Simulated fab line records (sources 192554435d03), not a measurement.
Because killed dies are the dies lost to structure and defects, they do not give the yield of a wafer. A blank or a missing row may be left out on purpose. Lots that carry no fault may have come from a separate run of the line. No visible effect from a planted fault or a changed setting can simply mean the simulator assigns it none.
Matching of chambers | flow n5Finfet | N5_MIM_BOT_ETCH_ETCH_04 on rieDiel-04 has 4 sister chambers
The step etches SiNx in CF4/O2, target depth 26 nm, time 13 s. 4 wafers are shown with their chamber, then 7 later ones without.

== WAFERS, EACH WITH ITS CHAMBER ==
wafer  | chamber | showerheadPlenumPTorr (Torr)
L937.5 | 2       | 2.19
L945.2 | 0       | 2.12
L946.6 | 3       | 2.11
L948.4 | 1       | 2.24

== WAFERS WITH NO CHAMBER GIVEN ==
wafer  | showerheadPlenumPTorr (Torr)
L948.6 | 2.12
L953.2 | 2.17
L953.5 | 2.11
L953.6 | 2.17
L957.1 | 2.10
L957.3 | 2.23
L957.4 | 2.17

== WHICH CHAMBER EACH ONE RAN IN ==
wafer  | from the rows above     | in truth
L948.6 | can't be placed: 0 or 3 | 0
L953.2 | 2                       | 2
L953.5 | can't be placed: 3 or 0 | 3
L953.6 | 2                       | 2
L957.1 | can't be placed: 3 or 0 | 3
L957.3 | 1                       | 1
L957.4 | 2                       | 2
4 of 7 placed correctly. Can't be placed from these rows: 3 (the true chamber is among the candidates in 3). Number placed wrongly: 0.
How it was worked out, from the rows above alone: a wafer's distance from a chamber is the root of the sum, over the readings, of the square of ((its reading less the chamber's mean) divided by the reading's scatter). The wafer belongs to the nearest chamber; if the next one is less than 2 further off, it can't be placed. For every chamber, the mean is computed from those of its wafers that are shown. The scatter: root of mean squared gap, hidden wafer to nearest shown wafer, with one shown wafer a chamber.
